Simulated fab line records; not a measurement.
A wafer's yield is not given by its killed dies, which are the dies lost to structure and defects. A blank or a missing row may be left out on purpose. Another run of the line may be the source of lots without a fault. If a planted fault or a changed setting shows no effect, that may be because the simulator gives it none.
Chamber matching :: flow nand harc :: NHARC_A_CHANNEL_HOLE_D1_DEP_01 on pecvd-03 has 3 sister chambers
The step deposits SiON, target thk 140 nm. 6 wafers are shown with their chamber, then 7 later ones without.

== EACH WAFER AND ITS CHAMBER ==
wafer: L338.5
chamber: 0
showerhead vpp V (V): 1158
heater power w (W): 621

wafer: L338.6
chamber: 2
showerhead vpp V (V): 1138
heater power w (W): 679

wafer: L342.4
chamber: 2
showerhead vpp V (V): 1171
heater power w (W): 653

wafer: L342.6
chamber: 1
showerhead vpp V (V): 1201
heater power w (W): 646

wafer: L344.1
chamber: 0
showerhead vpp V (V): 1139
heater power w (W): 702

wafer: L344.3
chamber: 1
showerhead vpp V (V): 1173
heater power w (W): 721

== WAFERS WHOSE CHAMBER IS MISSING ==
wafer: L344.4
showerhead vpp V (V): 1150
heater power w (W): 733

wafer: L345.1
showerhead vpp V (V): 1175
heater power w (W): 624

wafer: L345.4
showerhead vpp V (V): 1153
heater power w (W): 617

wafer: L345.6
showerhead vpp V (V): 1119
heater power w (W): 614

wafer: L346.1
showerhead vpp V (V): 1165
heater power w (W): 679

wafer: L346.2
showerhead vpp V (V): 1161
heater power w (W): 708

wafer: L346.5
showerhead vpp V (V): 1165
heater power w (W): 720

== EACH ONE'S CHAMBER ==
wafer: L344.4
from the rows above: can't be placed: 2 or 0 or 1
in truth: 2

wafer: L345.1
from the rows above: can't be placed: 2 or 1 or 0
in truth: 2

wafer: L345.4
from the rows above: can't be placed: 0 or 2 or 1
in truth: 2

wafer: L345.6
from the rows above: can't be placed: 0 or 2 or 1
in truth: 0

wafer: L346.1
from the rows above: can't be placed: 2 or 0 or 1
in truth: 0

wafer: L346.2
from the rows above: can't be placed: 2 or 0 or 1
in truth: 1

wafer: L346.5
from the rows above: can't be placed: 2 or 1 or 0
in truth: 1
Placed correctly: 0 of 7. Unplaceable from these rows: 7, with the true chamber sitting among the candidates in 7. 0 placed wrongly.
How it was worked out, from the rows above alone: a wafer's distance from a chamber is the root of the sum, over the readings, of the square of ((its reading less the chamber's mean) divided by the reading's scatter). The wafer belongs to the nearest chamber; if the next one is less than 2 further off, it can't be placed. Each chamber's mean is taken over the wafers shown for it. The scatter: take each reading less its chamber's mean, square it, sum over the shown wafers, divide by the number of wafers less the number of chambers, and take the root.
